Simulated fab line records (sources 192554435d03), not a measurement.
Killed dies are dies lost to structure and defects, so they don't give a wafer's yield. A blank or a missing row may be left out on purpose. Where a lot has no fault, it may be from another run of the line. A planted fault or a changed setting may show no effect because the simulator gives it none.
Matching of chambers	flow n5_finfet	rie_diel-05 running N5_FIN_CUT_DESCUM_13: 4 sister chambers
The step chemistry O2, time 7 s. 4 wafers are shown with their chamber, then 9 later ones without.

## WAFERS WITH THEIR CHAMBER
wafer	chamber	throttle_valve_pct (%)
L081.6	3	20.29
L089.1	0	21.00
L092.4	2	20.68
L092.5	1	20.40

## WAFERS WITH NO CHAMBER GIVEN
wafer	throttle_valve_pct (%)
L094.4	20.41
L094.5	20.32
L094.6	20.70
L095.1	20.32
L095.3	20.41
L095.6	20.34
L097.1	21.00
L097.3	20.72
L097.6	21.01

## CHAMBER TAKEN BY EACH
wafer	from the rows above	in truth
L094.4	1	1
L094.5	can't be placed: 3 or 1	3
L094.6	2	2
L095.1	can't be placed: 3 or 1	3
L095.3	1	1
L095.6	can't be placed: 3 or 1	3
L097.1	0	0
L097.3	2	2
L097.6	0	0
6 of 9 placed correctly. These rows do not allow placing 3 (true chamber among the candidates in 3). Placed wrongly: 0.
How it was worked out, from the rows above alone: a wafer's distance from a chamber is the root of the sum, over the readings, of the square of ((its reading less the chamber's mean) divided by the reading's scatter). If the next closest chamber is less than 2 further off than the closest, the wafer can't be placed; otherwise it belongs to the closest. The mean given for a chamber averages the wafers shown for that chamber. The scatter: with one shown wafer a chamber, the root of the mean of the squares of how far each hidden wafer lies from its nearest shown one.
